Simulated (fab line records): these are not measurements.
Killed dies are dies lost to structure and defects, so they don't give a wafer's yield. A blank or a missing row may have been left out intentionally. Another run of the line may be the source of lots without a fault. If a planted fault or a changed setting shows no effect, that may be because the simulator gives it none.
Matching of chambers	flow n5_finfet	N5_BEOL_M0_SAQP_SPACER1_ALD_98 on ald_sin-03 has 4 sister chambers
The step deposits SiO2, target thk 12.8 nm, pulse time 1 s, purge time 2 s. 8 wafers are shown with their chamber, then 12 later ones without.

## WAFERS, EACH WITH ITS CHAMBER
wafer	chamber	heater_power_w (W)	precursor_pulse_height_rel
L080.4	0	439	0.977
L080.6	0	428	1.028
L084.1	2	397	0.975
L084.2	1	579	1.006
L084.3	3	495	1.000
L087.1	2	385	0.997
L087.2	1	564	0.981
L087.3	3	488	1.028

## WAFERS WITHOUT THEIR CHAMBER
wafer	heater_power_w (W)	precursor_pulse_height_rel
L087.4	431	1.002
L087.5	495	0.995
L087.6	416	0.976
L090.1	436	1.021
L090.2	570	1.031
L090.3	492	0.967
L090.4	391	0.980
L090.5	426	1.019
L090.6	491	1.017
L091.1	392	1.021
L091.2	572	0.985
L091.6	420	0.991

## WHICH CHAMBER EACH WENT THROUGH
wafer	from the rows above	in truth
L087.4	0	0
L087.5	3	3
L087.6	can't be placed: 0 or 2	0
L090.1	0	0
L090.2	1	1
L090.3	3	3
L090.4	2	2
L090.5	0	0
L090.6	3	3
L091.1	2	2
L091.2	1	1
L091.6	can't be placed: 0 or 2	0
10 of 12 placed correctly. Can't be placed from these rows: 2 (the true chamber is among the candidates in 2). 0 placed wrongly.
How it was worked out, from the rows above alone: a wafer's distance from a chamber is the root of the sum, over the readings, of the square of ((its reading less the chamber's mean) divided by the reading's scatter). If the next closest chamber is less than 2 further off than the closest, the wafer can't be placed; otherwise it belongs to the closest. For every chamber, the mean is computed from those of its wafers that are shown. The scatter: take each reading less its chamber's mean, square it, sum over the shown wafers, divide by the number of wafers less the number of chambers, and take the root.
